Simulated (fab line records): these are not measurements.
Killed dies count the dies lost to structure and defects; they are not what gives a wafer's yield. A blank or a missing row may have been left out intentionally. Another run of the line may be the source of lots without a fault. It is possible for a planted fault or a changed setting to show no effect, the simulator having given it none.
Which tool was responsible? / flow n5_finfet / 8 lots with 24 wafers sampled at 7 steps, on a route of 1938 steps

WHAT EACH GAUGE READ, for each wafer
N5_BEOL_M4_RC_MEAS_101. Usual: DIBL_N 35.9 mV/V, standard deviation 1.4; DIBL_P 35.9 mV/V, standard deviation 1.7; IOFF_N 0.155 nA/um, standard deviation 0.023; IOFF_P 0.201 nA/um, standard deviation 0.029; ION_N 672 uA/um, standard deviation 8.8; ION_P 460 uA/um, standard deviation 7; SS_N 71.6 mV/dec, standard deviation 0.48; SS_P 73.1 mV/dec, standard deviation 0.64; VT_N 250.0 mV, standard deviation 3; VT_P -251.6 mV, standard deviation 3.
lot=L406; measured=day 8 04:57; on=prober-02; DIBL_N (mV/V)=34.9 34.1 35.3; DIBL_P (mV/V)=33.6 33.5 35.0; IOFF_N (nA/um)=0.130 0.120 0.145; IOFF_P (nA/um)=0.184 0.181 0.213; ION_N (uA/um)=652 660 664; ION_P (uA/um)=452 455 463; SS_N (mV/dec)=71.9 71.0 71.7; SS_P (mV/dec)=72.2 72.6 72.7; VT_N (mV)=256.1 254.3 251.9; VT_P (mV)=-249.7 -250.7 -250.3; flag=
lot=L407; measured=day 8 14:56; on=prober-02; DIBL_N (mV/V)=35.3 35.4 36.0; DIBL_P (mV/V)=34.0 34.6 36.0; IOFF_N (nA/um)=0.146 0.144 0.163; IOFF_P (nA/um)=0.207 0.206 0.232; ION_N (uA/um)=672 670 688; ION_P (uA/um)=469 462 475; SS_N (mV/dec)=71.8 71.1 72.0; SS_P (mV/dec)=72.6 73.0 73.2; VT_N (mV)=252.7 250.4 248.6; VT_P (mV)=-248.6 -247.5 -247.8; flag=
lot=L412; measured=day 10 00:45; on=prober-02; DIBL_N (mV/V)=33.8 35.1 34.4; DIBL_P (mV/V)=33.6 34.5 34.1; IOFF_N (nA/um)=0.126 0.141 0.131; IOFF_P (nA/um)=0.147 0.155 0.148; ION_N (uA/um)=669 669 665; ION_P (uA/um)=453 443 448; SS_N (mV/dec)=70.9 71.8 70.8; SS_P (mV/dec)=72.7 72.7 72.1; VT_N (mV)=251.1 251.5 252.5; VT_P (mV)=-256.9 -256.8 -256.1; flag=
lot=L416; measured=day 11 08:32; on=prober-01; DIBL_N (mV/V)=33.6 34.7 33.2; DIBL_P (mV/V)=36.2 37.1 35.7; IOFF_N (nA/um)=0.151 0.157 0.140; IOFF_P (nA/um)=0.208 0.220 0.197; ION_N (uA/um)=674 673 665; ION_P (uA/um)=467 465 463; SS_N (mV/dec)=71.8 71.6 71.6; SS_P (mV/dec)=72.9 74.4 73.1; VT_N (mV)=248.0 249.8 250.3; VT_P (mV)=-249.2 -249.0 -251.5; flag=
lot=L418; measured=day 11 08:53; on=prober-02; DIBL_N (mV/V)=36.8 36.6 38.6; DIBL_P (mV/V)=35.0 35.1 36.8; IOFF_N (nA/um)=0.145 0.154 0.183; IOFF_P (nA/um)=0.215 0.227 0.245; ION_N (uA/um)=666 675 684; ION_P (uA/um)=462 469 464; SS_N (mV/dec)=71.4 71.7 71.6; SS_P (mV/dec)=72.6 73.5 74.0; VT_N (mV)=251.2 250.8 248.2; VT_P (mV)=-248.6 -249.7 -249.9; flag=
lot=L420; measured=day 12 10:29; on=prober-02; DIBL_N (mV/V)=35.5 36.6 37.5; DIBL_P (mV/V)=36.6 37.4 38.9; IOFF_N (nA/um)=0.145 0.164 0.188; IOFF_P (nA/um)=0.221 0.237 0.267; ION_N (uA/um)=674 683 684; ION_P (uA/um)=471 474 476; SS_N (mV/dec)=71.6 72.0 71.8; SS_P (mV/dec)=73.2 73.5 73.9; VT_N (mV)=250.0 247.9 245.9; VT_P (mV)=-247.2 -245.8 -244.8; flag=
lot=L426; measured=day 13 16:23; on=prober-01; DIBL_N (mV/V)=35.4 36.3; DIBL_P (mV/V)=36.7 38.7; IOFF_N (nA/um)=0.188 0.205; IOFF_P (nA/um)=0.220 0.250; ION_N (uA/um)=688 680; ION_P (uA/um)=469 465; SS_N (mV/dec)=71.3 71.7; SS_P (mV/dec)=73.3 73.7; VT_N (mV)=243.8 244.3; VT_P (mV)=-248.9 -249.2; flag=

WHICH TOOL RAN EACH LOT (tool, then ch and the chambers of the sampled wafers, then the start)
lot=L406; N5_PMOS_HMC_CHANNEL_EPI_EPI_26=epi_rpcvd-01 ch 0, day 2 03:47; N5_FIN_SAQP_SPACER1_ETCHBACK_25=rie_diel-02 ch 1,2, day 2 07:29; N5_FIN_SAQP_MANDREL1_REMOVE_56=rie_si-01 ch 0,3, day 2 07:35; N5_FIN_SAQP_MANDREL_ETCH_58=rie_si-04 ch 0,1, day 2 07:53; N5_FIN_SAQP_STRIP_70=rie_diel-05 ch 1,3, day 2 08:32; N5_FIN_SAQP_ETCH_34=rie_diel-05 ch 2,3, day 2 09:29
lot=L407; N5_PMOS_HMC_CHANNEL_EPI_EPI_26=epi_rpcvd-03 ch 0, day 2 08:01; N5_FIN_SAQP_SPACER1_ETCHBACK_25=rie_diel-06 ch 1,2,3, day 2 12:09; N5_FIN_SAQP_MANDREL1_REMOVE_56=rie_si-03 ch 0,2,3, day 2 12:14; N5_FIN_SAQP_MANDREL_ETCH_58=rie_si-01 ch 0,1,2, day 2 12:32; N5_FIN_SAQP_STRIP_70=rie_diel-05 ch 0,2,3, day 2 13:10; N5_FIN_SAQP_ETCH_34=rie_diel-02 ch 1,2, day 2 14:03
lot=L412; N5_PMOS_HMC_CHANNEL_EPI_EPI_26=epi_rpcvd-01 ch 0, day 3 14:12; N5_FIN_SAQP_SPACER1_ETCHBACK_25=rie_diel-02 ch 0,1,3, day 3 18:11; N5_FIN_SAQP_MANDREL1_REMOVE_56=rie_si-01 ch 2,3, day 3 18:16; N5_FIN_SAQP_MANDREL_ETCH_58=rie_si-04 ch 0,1, day 3 18:34; N5_FIN_SAQP_STRIP_70=rie_diel-06 ch 1,2, day 3 19:12; N5_FIN_SAQP_ETCH_34=rie_diel-05 ch 0,2, day 3 20:11
lot=L416; N5_PMOS_HMC_CHANNEL_EPI_EPI_26=epi_rpcvd-01 ch 0, day 4 14:53; N5_FIN_SAQP_SPACER1_ETCHBACK_25=rie_diel-06 ch 0,1,2, day 4 19:19; N5_FIN_SAQP_MANDREL1_REMOVE_56=rie_si-03 ch 2,3, day 4 19:25; N5_FIN_SAQP_MANDREL_ETCH_58=rie_si-04 ch 1,2,3, day 4 19:43; N5_FIN_SAQP_STRIP_70=rie_diel-02 ch 1,2, day 4 20:28; N5_FIN_SAQP_ETCH_34=rie_diel-05 ch 0,2, day 4 23:37
lot=L418; N5_PMOS_HMC_CHANNEL_EPI_EPI_26=epi_rpcvd-03 ch 0, day 5 01:59; N5_FIN_SAQP_SPACER1_ETCHBACK_25=rie_diel-06 ch 0,3, day 5 08:28; N5_FIN_SAQP_MANDREL1_REMOVE_56=rie_si-04 ch 1,2, day 5 08:34; N5_FIN_SAQP_MANDREL_ETCH_58=rie_si-01 ch 1,2,3, day 5 08:52; N5_FIN_SAQP_STRIP_70=rie_diel-02 ch 2,3, day 5 09:30; N5_FIN_SAQP_ETCH_34=rie_diel-02 ch 0,1,3, day 5 10:20
lot=L420; N5_PMOS_HMC_CHANNEL_EPI_EPI_26=epi_rpcvd-03 ch 0, day 5 14:10; N5_FIN_SAQP_SPACER1_ETCHBACK_25=rie_diel-05 ch 1,3, day 5 18:07; N5_FIN_SAQP_MANDREL1_REMOVE_56=rie_si-01 ch 1,2, day 5 18:12; N5_FIN_SAQP_MANDREL_ETCH_58=rie_si-03 ch 0,3, day 5 18:30; N5_FIN_SAQP_STRIP_70=rie_diel-06 ch 0,1,3, day 5 19:08; N5_FIN_SAQP_ETCH_34=rie_diel-02 ch 0,1,2, day 5 20:01
lot=L426; N5_PMOS_HMC_CHANNEL_EPI_EPI_26=epi_rpcvd-01 ch 0, day 7 03:20; N5_FIN_SAQP_SPACER1_ETCHBACK_25=rie_diel-06 ch 0,1,3, day 7 07:38; N5_FIN_SAQP_MANDREL1_REMOVE_56=rie_si-04 ch 0,1,3, day 7 07:44; N5_FIN_SAQP_MANDREL_ETCH_58=rie_si-03 ch 0,1,3, day 7 08:08; N5_FIN_SAQP_STRIP_70=rie_diel-06 ch 0,1,3, day 7 08:46; N5_FIN_SAQP_ETCH_34=rie_diel-05 ch 0,1,3, day 7 09:43
lot=L427; N5_PMOS_HMC_CHANNEL_EPI_EPI_26=epi_rpcvd-03 ch 0, day 7 09:20; N5_FIN_SAQP_SPACER1_ETCHBACK_25=rie_diel-06 ch 1,2, day 7 13:03; N5_FIN_SAQP_MANDREL1_REMOVE_56=rie_si-04 ch 1,2,3, day 7 13:08; N5_FIN_SAQP_MANDREL_ETCH_58=rie_si-01 ch 1,3, day 7 13:26; N5_FIN_SAQP_STRIP_70=rie_diel-05 ch 0,3, day 7 14:06; N5_FIN_SAQP_ETCH_34=rie_diel-02 ch 0,2,3, day 7 15:02
- N5_PMOS_HMC_CHANNEL_EPI_EPI_26: deposits Si from SiH4/H2, target thk 3.8 nm, time 22.7 s.
- N5_FIN_SAQP_SPACER1_ETCHBACK_25: etches SiO2 in CHF3/O2, target depth 24.4 nm, time 12.2 s.
- N5_FIN_SAQP_MANDREL1_REMOVE_56: chemistry HBr/Cl2/O2, target a-Si, stops on SiNx, bt time 10 s.
- N5_FIN_SAQP_MANDREL_ETCH_58: etches a-Si in HBr/Cl2, stops on SiNx, target depth 45 nm, bt time 10 s, time 27 s.
- N5_FIN_SAQP_STRIP_70: strips in N2/H2.
- N5_FIN_SAQP_ETCH_34: etches SiO2 in C4F6/O2, target depth 45 nm, time 15 s.

AS READ BY THE TOOLS THEMSELVES (means over the sampled wafers that have a number; for cases with no such wafer, the mark the record gives instead)
N5_PMOS_HMC_CHANNEL_EPI_EPI_26. Usual: throttle_valve_pct at 11.3 %, with a standard deviation of 0.56.
lot=L406; tool=epi_rpcvd-01; throttle_valve_pct (%)=11.7; flag=
lot=L407; tool=epi_rpcvd-03; throttle_valve_pct (%)=10.6; flag=
lot=L412; tool=epi_rpcvd-01; throttle_valve_pct (%)=11.7; flag=
lot=L416; tool=epi_rpcvd-01; throttle_valve_pct (%)=11.7; flag=
lot=L418; tool=epi_rpcvd-03; throttle_valve_pct (%)=10.5; flag=
lot=L420; tool=epi_rpcvd-03; throttle_valve_pct (%)=10.6; flag=
lot=L426; tool=epi_rpcvd-01; throttle_valve_pct (%)=11.6; flag=
lot=L427; tool=epi_rpcvd-03; throttle_valve_pct (%)=10.7; flag=

N5_FIN_SAQP_SPACER1_ETCHBACK_25. Usual: drypump_motor_current_A 5.7 A, standard deviation 0.46; oes_product_au 0.76 a.u., standard deviation 0.088; rf_vpp_V 527 V, standard deviation 6.5; showerhead_plenum_p_Torr 2.41 Torr, standard deviation 0.091; throttle_valve_pct 18.96 %, standard deviation 0.27.
lot=L406; tool=rie_diel-02; drypump_motor_current_A (A)=6.1; oes_product_au (a.u.)=0.80; rf_vpp_V (V)=532; showerhead_plenum_p_Torr (Torr)=2.51; throttle_valve_pct (%)=18.64; flag=
lot=L407; tool=rie_diel-06; drypump_motor_current_A (A)=5.6; oes_product_au (a.u.)=0.71; rf_vpp_V (V)=525; showerhead_plenum_p_Torr (Torr)=2.30; throttle_valve_pct (%)=19.18; flag=
lot=L412; tool=rie_diel-02; drypump_motor_current_A (A)=6.2; oes_product_au (a.u.)=0.78; rf_vpp_V (V)=527; showerhead_plenum_p_Torr (Torr)=2.45; throttle_valve_pct (%)=18.68; flag=
lot=L416; tool=rie_diel-06; drypump_motor_current_A (A)=5.6; oes_product_au (a.u.)=0.70; rf_vpp_V (V)=521; showerhead_plenum_p_Torr (Torr)=2.33; throttle_valve_pct (%)=19.27; flag=
lot=L418; tool=rie_diel-06; drypump_motor_current_A (A)=5.8; oes_product_au (a.u.)=0.78; rf_vpp_V (V)=522; showerhead_plenum_p_Torr (Torr)=2.44; throttle_valve_pct (%)=19.03; flag=
lot=L420; tool=rie_diel-05; drypump_motor_current_A (A)=4.9; oes_product_au (a.u.)=0.77; rf_vpp_V (V)=531; showerhead_plenum_p_Torr (Torr)=2.48; throttle_valve_pct (%)=18.96; flag=
lot=L426; tool=rie_diel-06; drypump_motor_current_A (A)=5.8; oes_product_au (a.u.)=0.65; rf_vpp_V (V)=524; showerhead_plenum_p_Torr (Torr)=2.40; throttle_valve_pct (%)=19.11; flag=
lot=L427; tool=rie_diel-06; drypump_motor_current_A (A)=5.6; oes_product_au (a.u.)=0.56; rf_vpp_V (V)=523; showerhead_plenum_p_Torr (Torr)=2.29; throttle_valve_pct (%)=19.34; flag=

N5_FIN_SAQP_MANDREL1_REMOVE_56. Usual: drypump_motor_current_A 5.7 A, standard deviation 0.56; oes_product_au 1.010 a.u., standard deviation 0.015; throttle_valve_pct 36.65 %, standard deviation 0.23.
lot=L406; tool=rie_si-01; drypump_motor_current_A (A)=5.1; oes_product_au (a.u.)=1.013; throttle_valve_pct (%)=36.72; flag=
lot=L407; tool=rie_si-03; drypump_motor_current_A (A)=5.7; oes_product_au (a.u.)=0.997; throttle_valve_pct (%)=36.56; flag=
lot=L412; tool=rie_si-01; drypump_motor_current_A (A)=5.6; oes_product_au (a.u.)=0.999; throttle_valve_pct (%)=36.65; flag=
lot=L416; tool=rie_si-03; drypump_motor_current_A (A)=5.8; oes_product_au (a.u.)=1.003; throttle_valve_pct (%)=36.74; flag=
lot=L418; tool=rie_si-04; drypump_motor_current_A (A)=6.1; oes_product_au (a.u.)=1.012; throttle_valve_pct (%)=36.50; flag=
lot=L420; tool=rie_si-01; drypump_motor_current_A (A)=5.7; oes_product_au (a.u.)=0.996; throttle_valve_pct (%)=36.80; flag=
lot=L426; tool=rie_si-04; drypump_motor_current_A (A)=5.6; oes_product_au (a.u.)=0.813; throttle_valve_pct (%)=36.64; flag=OFF
lot=L427; tool=rie_si-04; drypump_motor_current_A (A)=6.0; oes_product_au (a.u.)=0.622; throttle_valve_pct (%)=36.54; flag=OFF

N5_FIN_SAQP_MANDREL_ETCH_58. Usual: drypump_motor_current_A 5.6 A, standard deviation 0.48; oes_product_au 0.703 a.u., standard deviation 0.012; throttle_valve_pct 35.56 %, standard deviation 0.24.
lot=L406; tool=rie_si-04; drypump_motor_current_A (A)=5.2; oes_product_au (a.u.)=0.716; throttle_valve_pct (%)=35.67; flag=
lot=L407; tool=rie_si-01; drypump_motor_current_A (A)=5.4; oes_product_au (a.u.)=0.709; throttle_valve_pct (%)=35.69; flag=
lot=L412; tool=rie_si-04; drypump_motor_current_A (A)=5.4; oes_product_au (a.u.)=0.704; throttle_valve_pct (%)=35.59; flag=
lot=L416; tool=rie_si-04; drypump_motor_current_A (A)=6.0; oes_product_au (a.u.)=0.710; throttle_valve_pct (%)=35.39; flag=
lot=L418; tool=rie_si-01; drypump_motor_current_A (A)=5.5; oes_product_au (a.u.)=0.698; throttle_valve_pct (%)=35.67; flag=
lot=L420; tool=rie_si-03; drypump_motor_current_A (A)=5.9; oes_product_au (a.u.)=0.700; throttle_valve_pct (%)=35.40; flag=
lot=L426; tool=rie_si-03; drypump_motor_current_A (A)=5.8; oes_product_au (a.u.)=0.586; throttle_valve_pct (%)=35.73; flag=OFF
lot=L427; tool=rie_si-01; drypump_motor_current_A (A)=5.2; oes_product_au (a.u.)=0.455; throttle_valve_pct (%)=36.15; flag=OFF

N5_FIN_SAQP_STRIP_70. Usual: drypump_motor_current_A 5.7 A, standard deviation 0.48; oes_product_au 0.76 a.u., standard deviation 0.084; rf_vpp_V 121.8 V, standard deviation 1.1; showerhead_plenum_p_Torr 3.36 Torr, standard deviation 0.13; throttle_valve_pct 19.1 %, standard deviation 0.38.
lot=L406; tool=rie_diel-05; drypump_motor_current_A (A)=5.0; oes_product_au (a.u.)=0.79; rf_vpp_V (V)=121.9; showerhead_plenum_p_Torr (Torr)=3.49; throttle_valve_pct (%)=19.0; flag=
lot=L407; tool=rie_diel-05; drypump_motor_current_A (A)=5.4; oes_product_au (a.u.)=0.70; rf_vpp_V (V)=121.8; showerhead_plenum_p_Torr (Torr)=3.34; throttle_valve_pct (%)=19.0; flag=
lot=L412; tool=rie_diel-06; drypump_motor_current_A (A)=5.4; oes_product_au (a.u.)=0.73; rf_vpp_V (V)=120.6; showerhead_plenum_p_Torr (Torr)=3.22; throttle_valve_pct (%)=19.5; flag=
lot=L416; tool=rie_diel-02; drypump_motor_current_A (A)=6.1; oes_product_au (a.u.)=0.78; rf_vpp_V (V)=121.9; showerhead_plenum_p_Torr (Torr)=3.51; throttle_valve_pct (%)=18.9; flag=
lot=L418; tool=rie_diel-02; drypump_motor_current_A (A)=5.9; oes_product_au (a.u.)=0.73; rf_vpp_V (V)=121.6; showerhead_plenum_p_Torr (Torr)=3.44; throttle_valve_pct (%)=19.0; flag=
lot=L420; tool=rie_diel-06; drypump_motor_current_A (A)=5.9; oes_product_au (a.u.)=0.77; rf_vpp_V (V)=121.5; showerhead_plenum_p_Torr (Torr)=3.36; throttle_valve_pct (%)=19.4; flag=
lot=L426; tool=rie_diel-06; drypump_motor_current_A (A)=5.8; oes_product_au (a.u.)=0.75; rf_vpp_V (V)=120.7; showerhead_plenum_p_Torr (Torr)=3.35; throttle_valve_pct (%)=19.4; flag=
lot=L427; tool=rie_diel-05; drypump_motor_current_A (A)=5.2; oes_product_au (a.u.)=0.78; rf_vpp_V (V)=122.1; showerhead_plenum_p_Torr (Torr)=3.42; throttle_valve_pct (%)=18.9; flag=

N5_FIN_SAQP_ETCH_34. Usual: drypump_motor_current_A 5.7 A, standard deviation 0.46; etch_rf_on_time_s 15.08 s, standard deviation 0.19; oes_product_au 0.64 a.u., standard deviation 0.069; rf_vpp_V 670 V, standard deviation 7.8; showerhead_plenum_p_Torr 2.85 Torr, standard deviation 0.1; throttle_valve_pct 21.09 %, standard deviation 0.25.
lot=L406; tool=rie_diel-05; drypump_motor_current_A (A)=5.3; etch_rf_on_time_s (s)=15.05; oes_product_au (a.u.)=0.61; rf_vpp_V (V)=664; showerhead_plenum_p_Torr (Torr)=2.79; throttle_valve_pct (%)=21.17; flag=
lot=L407; tool=rie_diel-02; drypump_motor_current_A (A)=6.4; etch_rf_on_time_s (s)=15.02; oes_product_au (a.u.)=0.71; rf_vpp_V (V)=674; showerhead_plenum_p_Torr (Torr)=2.98; throttle_valve_pct (%)=20.73; flag=
lot=L412; tool=rie_diel-05; drypump_motor_current_A (A)=5.6; etch_rf_on_time_s (s)=15.18; oes_product_au (a.u.)=0.58; rf_vpp_V (V)=662; showerhead_plenum_p_Torr (Torr)=2.73; throttle_valve_pct (%)=21.17; flag=
lot=L416; tool=rie_diel-05; drypump_motor_current_A (A)=5.8; etch_rf_on_time_s (s)=15.38; oes_product_au (a.u.)=0.57; rf_vpp_V (V)=662; showerhead_plenum_p_Torr (Torr)=2.76; throttle_valve_pct (%)=21.09; flag=
lot=L418; tool=rie_diel-02; drypump_motor_current_A (A)=6.3; etch_rf_on_time_s (s)=14.99; oes_product_au (a.u.)=0.66; rf_vpp_V (V)=671; showerhead_plenum_p_Torr (Torr)=2.88; throttle_valve_pct (%)=20.84; flag=
lot=L420; tool=rie_diel-02; drypump_motor_current_A (A)=6.3; etch_rf_on_time_s (s)=15.07; oes_product_au (a.u.)=0.67; rf_vpp_V (V)=674; showerhead_plenum_p_Torr (Torr)=2.93; throttle_valve_pct (%)=20.80; flag=
lot=L426; tool=rie_diel-05; drypump_motor_current_A (A)=5.3; etch_rf_on_time_s (s)=15.08; oes_product_au (a.u.)=0.70; rf_vpp_V (V)=672; showerhead_plenum_p_Torr (Torr)=2.87; throttle_valve_pct (%)=21.01; flag=
lot=L427; tool=rie_diel-02; drypump_motor_current_A (A)=6.0; etch_rf_on_time_s (s)=15.05; oes_product_au (a.u.)=0.61; rf_vpp_V (V)=673; showerhead_plenum_p_Torr (Torr)=2.86; throttle_valve_pct (%)=20.93; flag=

THE ANSWER, worked out from the rows above alone
Rule: a lot counts as off when the mean over its wafers that have a number is more than 3 standard deviations away from the usual mean. A lot without any number at a reading at which 4 lots or more have one is off too. Any other lot the step has rows for is counted as sound. First the gauges in route order, then the tools' own readings, where a lot's mean is used as printed above. The first step at which some lot is off is used, and at that step the reading that is off furthest; a lot without a number counts as furthest.
Off: L426, L427 (N5_FIN_SAQP_MANDREL1_REMOVE_56, oes_product_au).
A tool fits if, at that step or a process step before it, it ran every lot that is off, and no sound lot after the first of them. 2 tools fit, rie_diel-06 at N5_FIN_SAQP_SPACER1_ETCHBACK_25 and rie_si-04 at N5_FIN_SAQP_MANDREL1_REMOVE_56, so this cannot tell which one it is.

WHAT WAS PUT IN BY THE SIMULATOR
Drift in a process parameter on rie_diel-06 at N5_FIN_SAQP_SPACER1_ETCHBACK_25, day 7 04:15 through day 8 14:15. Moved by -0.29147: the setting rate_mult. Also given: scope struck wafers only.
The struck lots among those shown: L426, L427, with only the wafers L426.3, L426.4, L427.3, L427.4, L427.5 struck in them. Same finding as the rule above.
